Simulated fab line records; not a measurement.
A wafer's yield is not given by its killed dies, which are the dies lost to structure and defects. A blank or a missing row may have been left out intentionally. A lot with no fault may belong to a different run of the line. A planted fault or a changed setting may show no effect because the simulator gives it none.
Matching of chambers | flow nand-harc | NHARC_A_CHANNEL_HOLE_D1_DESCUM_15 on rie-diel-06 has 4 sister chambers
The step chemistry O2, time 3 s. 4 wafers are shown with their chamber, then 10 later ones without.

== EACH WAFER AND ITS CHAMBER ==
wafer  | chamber | drypump-motor-current-A (A)
L672.4 | 1       | 5.7
L683.6 | 2       | 5.1
L684.1 | 3       | 5.9
L684.4 | 0       | 5.3

== WAFERS WITHOUT THEIR CHAMBER ==
wafer  | drypump-motor-current-A (A)
L684.5 | 5.1
L691.2 | 5.1
L691.4 | 5.2
L691.6 | 6.0
L693.2 | 5.3
L693.4 | 5.1
L693.6 | 5.9
L694.1 | 5.7
L694.3 | 5.1
L694.6 | 5.9

== WHICH CHAMBER EACH WENT THROUGH ==
wafer  | from the rows above     | in truth
L684.5 | 2                       | 2
L691.2 | 2                       | 2
L691.4 | can't be placed: 0 or 2 | 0
L691.6 | 3                       | 3
L693.2 | 0                       | 0
L693.4 | 2                       | 2
L693.6 | 3                       | 3
L694.1 | 1                       | 1
L694.3 | 2                       | 2
L694.6 | 3                       | 3
Correct placement for 9 of the 10. Can't be placed from these rows: 1 (the true chamber is among the candidates in 1). 0 placed wrongly.
How it was worked out, from the rows above alone: a wafer's distance from a chamber is the root of the sum, over the readings, of the square of ((its reading less the chamber's mean) divided by the reading's scatter). If the next closest chamber is less than 2 further off than the closest, the wafer can't be placed; otherwise it belongs to the closest. The mean given for a chamber averages the wafers shown for that chamber. The scatter (one wafer shown for each chamber): square how far every hidden wafer sits from the nearest shown wafer, average those squares and take the square root.
